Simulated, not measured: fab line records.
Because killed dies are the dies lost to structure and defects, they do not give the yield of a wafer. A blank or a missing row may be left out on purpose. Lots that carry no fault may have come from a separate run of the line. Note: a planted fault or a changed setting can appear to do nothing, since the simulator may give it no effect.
Chamber matching + flow n5-finfet + 4 sister chambers for N5_BEOL_M11_ETCH_62 on rie-diel-05
The step etches SOC in N2/H2, target depth 110 nm, overetch 22 nm, time 165 s. 4 wafers are shown with their chamber, then 7 later ones without.

## EACH WAFER AND ITS CHAMBER
| wafer  | chamber | drypump-motor-current-A (A) |
|--------|---------|-----------------------------|
| L088.1 | 1       | 6.1                         |
| L088.3 | 0       | 5.5                         |
| L087.1 | 3       | 5.8                         |
| L087.4 | 2       | 5.7                         |

## WAFERS WHOSE CHAMBER IS MISSING
| wafer  | drypump-motor-current-A (A) |
|--------|-----------------------------|
| L087.5 | 5.6                         |
| L089.1 | 5.5                         |
| L089.4 | 6.1                         |
| L089.5 | 5.8                         |
| L096.1 | 5.6                         |
| L096.3 | 6.1                         |
| L096.5 | 6.1                         |

## WHICH CHAMBER EACH ONE RAN IN
| wafer  | from the rows above          | in truth |
|--------|------------------------------|----------|
| L087.5 | can't be placed: 0 or 2 or 3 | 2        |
| L089.1 | 0                            | 0        |
| L089.4 | 1                            | 1        |
| L089.5 | can't be placed: 3 or 2      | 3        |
| L096.1 | can't be placed: 0 or 2 or 3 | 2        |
| L096.3 | 1                            | 1        |
| L096.5 | 1                            | 1        |
4 of 7 placed correctly. Cannot be placed on the basis of these rows: 3; the candidates contain the true chamber in 3. Wrongly placed: 0.
How it was worked out, from the rows above alone: a wafer's distance from a chamber is the root of the sum, over the readings, of the square of ((its reading less the chamber's mean) divided by the reading's scatter). The wafer belongs to the nearest chamber; if the next one is less than 2 further off, it can't be placed. A chamber's mean is the mean of its shown wafers. The scatter: root of mean squared gap, hidden wafer to nearest shown wafer, with one shown wafer a chamber.
